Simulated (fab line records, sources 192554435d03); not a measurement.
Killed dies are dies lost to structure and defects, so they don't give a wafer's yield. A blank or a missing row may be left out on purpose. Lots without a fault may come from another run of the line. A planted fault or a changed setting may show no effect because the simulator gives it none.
Chamber matching | flow n5_finfet | N5_BEOL_M9_ILD_DEP_00 on pecvd-02: 3 sister chambers
The step deposits SiCOH lowk from DEMS/porogen, target thk 308.51 nm, time 58 s. 16 wafers are shown with their chamber, then 8 later ones without.

WAFERS WITH THEIR CHAMBER
wafer  | chamber | throttle_valve_pct (%) | heater_power_w (W) | heater_power_outer_w (W)
L074.1 | 1       | 13.1                   | 295                | 124
L074.3 | 0       | 14.0                   | 294                | 136
L074.6 | 0       | 14.4                   | 305                | 138
L078.2 | 2       | 13.5                   | 299                | 143
L078.4 | 1       | 12.8                   | 317                | 145
L078.5 | 2       | 13.4                   | 239                | 91
L080.2 | 2       | 13.4                   | 231                | 92
L080.4 | 2       | 13.5                   | 244                | 101
L080.5 | 1       | 13.1                   | 288                | 126
L082.1 | 2       | 13.2                   | 273                | 113
L082.3 | 0       | 14.2                   | 299                | 136
L082.5 | 2       | 13.3                   | 274                | 121
L084.2 | 1       | 12.7                   | 295                | 126
L084.3 | 0       | 14.4                   | 326                | 157
L084.5 | 2       | 13.6                   | 301                | 140
L093.3 | 0       | 14.4                   | 298                | 133

SIGNATURES (means of the wafers above)
reading              | chamber 0 | chamber 1 | chamber 2 | scatter within a chamber
throttle_valve_pct   | 14.280    | 12.925    | 13.414    | 0.167
heater_power_w       | 304.40    | 298.75    | 265.86    | 21.5
heater_power_outer_w | 140.00    | 130.25    | 114.43    | 16.2
Rule: a wafer's distance from a chamber is the root of the sum, over the readings, of the square of ((its reading less the chamber's mean) divided by the reading's scatter). The wafer belongs to the nearest chamber; if the next one is less than 2 further off, it can't be placed. The scatter: the root of (the sum of the squares of (reading less its chamber's mean) over the shown wafers, divided by (wafers less chambers)).

WAFERS WITHOUT THEIR CHAMBER
wafer  | throttle_valve_pct (%) | heater_power_w (W) | heater_power_outer_w (W)
L093.4 | 12.9                   | 269                | 106
L093.6 | 13.8                   | 236                | 91
L094.1 | 13.5                   | 287                | 130
L094.5 | 13.7                   | 295                | 132
L094.6 | 13.0                   | 297                | 126
L095.2 | 14.5                   | 277                | 117
L095.4 | 13.0                   | 323                | 147
L095.6 | 13.6                   | 282                | 130

WHICH CHAMBER EACH WENT THROUGH
wafer  | from the rows above     | in truth
L093.4 | can't be placed: 1 or 2 | 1
L093.6 | 2                       | 2
L094.1 | 2                       | 2
L094.5 | can't be placed: 2 or 0 | 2
L094.6 | 1                       | 1
L095.2 | 0                       | 0
L095.4 | 1                       | 1
L095.6 | 2                       | 2
Placed correctly: 6 of 8. Can't be placed from these rows: 2 (the true chamber is among the candidates in 2). Placed wrongly: 0.
